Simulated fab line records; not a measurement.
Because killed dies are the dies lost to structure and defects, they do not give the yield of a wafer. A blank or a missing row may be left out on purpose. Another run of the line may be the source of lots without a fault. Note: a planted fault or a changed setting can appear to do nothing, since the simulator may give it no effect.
Chamber matching + flow n5 finfet + cmp-04 running N5_BEOL_M10_CMP_52: 4 sister chambers
The step polishes, stops on SiCOH lowk, t overpolish 7 s, target thk 140 nm. 8 wafers are shown with their chamber, then 10 later ones without.

== WAFERS WITH THEIR CHAMBER ==
| wafer  | chamber | motor current A (A) | barrier field endpoint s (s) |
|--------|---------|---------------------|------------------------------|
| L076.3 | 0       | 5.5                 | 28.5                         |
| L080.5 | 0       | 5.6                 | 28.7                         |
| L081.5 | 2       | 6.2                 | 29.2                         |
| L085.2 | 1       | 5.8                 | 29.9                         |
| L085.3 | 3       | 5.5                 | 29.0                         |
| L085.6 | 3       | 5.4                 | 29.6                         |
| L086.3 | 1       | 5.7                 | 31.0                         |
| L086.4 | 2       | 6.2                 | 28.2                         |

== WAFERS WITH NO CHAMBER GIVEN ==
| wafer  | motor current A (A) | barrier field endpoint s (s) |
|--------|---------------------|------------------------------|
| L086.6 | 5.1                 | 29.6                         |
| L094.2 | 5.5                 | 29.6                         |
| L094.3 | 5.9                 | 29.3                         |
| L094.6 | 6.3                 | 29.2                         |
| L096.1 | 6.4                 | 28.7                         |
| L096.4 | 5.6                 | 29.7                         |
| L096.5 | 6.7                 | 29.5                         |
| L097.2 | 5.9                 | 29.8                         |
| L097.4 | 5.7                 | 29.8                         |
| L097.5 | 6.0                 | 29.6                         |

== EACH ONE'S CHAMBER ==
| wafer  | from the rows above          | in truth |
|--------|------------------------------|----------|
| L086.6 | can't be placed: 3 or 0      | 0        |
| L094.2 | can't be placed: 3 or 0      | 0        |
| L094.3 | can't be placed: 1 or 2      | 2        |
| L094.6 | 2                            | 2        |
| L096.1 | 2                            | 2        |
| L096.4 | can't be placed: 0 or 3 or 1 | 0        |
| L096.5 | 2                            | 2        |
| L097.2 | 1                            | 1        |
| L097.4 | can't be placed: 1 or 0      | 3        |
| L097.5 | can't be placed: 2 or 1      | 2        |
Correct placement for 4 of the 10. Can't be placed from these rows: 6 (the true chamber is among the candidates in 5). Number placed wrongly: 0.
How it was worked out, from the rows above alone: a wafer's distance from a chamber is the root of the sum, over the readings, of the square of ((its reading less the chamber's mean) divided by the reading's scatter). The wafer belongs to the nearest chamber; if the next one is less than 2 further off, it can't be placed. A chamber's mean is the mean of its shown wafers. The scatter is the square root of a quotient: the sum, over the shown wafers, of each reading's squared deviation from its chamber's mean, divided by wafers minus chambers.
